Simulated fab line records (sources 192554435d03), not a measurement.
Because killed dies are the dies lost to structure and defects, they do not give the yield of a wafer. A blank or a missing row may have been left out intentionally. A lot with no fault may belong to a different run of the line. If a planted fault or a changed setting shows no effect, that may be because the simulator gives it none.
The tool behind it: which one? | flow n5Finfet | Sampling: 12 lots, 36 wafers, 2 of 1938 route steps

== WHAT THE GAUGES READ, wafer by wafer ==
N5_BEOL_M0_OCD_MEAS_108.
lot  | measured     | on     | trenchDepthNm (nm)
L075 | day 6 07:07  | ocd-01 | 34.7 34.1 33.9
L077 | day 6 13:24  | ocd-02 | 32.6 33.9 33.1
L079 | day 7 02:30  | ocd-01 | 33.3 32.4 32.6
L081 | day 7 13:04  | ocd-02 | 31.9 32.7 32.2
L083 | day 8 00:58  | ocd-02 | 33.2 33.4 33.0
L085 | day 8 20:25  | ocd-02 | 32.9 32.7 33.7
L086 | day 9 02:07  | ocd-01 | 33.3 32.3 34.6
L089 | day 9 16:19  | ocd-01 | 32.7 32.0 32.7
L091 | day 10 04:58 | ocd-01 | 32.5 32.2 32.7
L093 | day 10 12:26 | ocd-01 | 32.5 32.7 33.2
L094 | day 11 03:43 | ocd-01 | 33.4 34.2 33.7
L097 | day 11 12:23 | ocd-01 | 32.2 32.4 32.8

== WHICH TOOL RAN EACH LOT (tool, then ch and the chambers of the sampled wafers, then the start) ==
lot  | N5_BEOL_M0_HM_OPEN_105
L075 | rieMetal-03 ch 0,1, day 6 06:38
L077 | rieMetal-02 ch 0,1, day 6 12:56
L079 | rieMetal-02 ch 0,1, day 7 01:43
L081 | rieMetal-02 ch 0,1, day 7 12:37
L083 | rieMetal-03 ch 0,1, day 7 23:58
L085 | rieMetal-01 ch 0,1, day 8 19:49
L086 | rieMetal-03 ch 0,1, day 9 01:38
L089 | rieMetal-02 ch 0,1, day 9 15:47
L091 | rieMetal-03 ch 0,1, day 10 03:46
L093 | rieMetal-03 ch 0,1, day 10 10:16
L094 | rieMetal-01 ch 1, day 11 03:15
L097 | rieMetal-02 ch 0, day 11 11:44
- N5_BEOL_M0_HM_OPEN_105: chemistry Cl2/BCl3, target TiN, target depth 12 nm.

== THE ANSWER, worked out from the rows above alone ==
Rule: what is usual is taken from the lots themselves. Put in order of their means at a reading, lots are off if they are a third of the lots or fewer, leave a main group of 4 or more, and stand apart from it by a gap of 3 or more times the standard deviation of the main group's means; of several such gaps the widest counts. If all means in a main group match to the digits the tables above print for the reading, that group is not used. Also off: a lot with no number at a reading for which 4 or more lots have one. Where the step has rows for the other lots, those lots are counted as sound.
No lot is off on any of the readings shown, so nothing can be concluded from this.

== WHAT HAD BEEN PUT IN BY THE SIMULATOR ==
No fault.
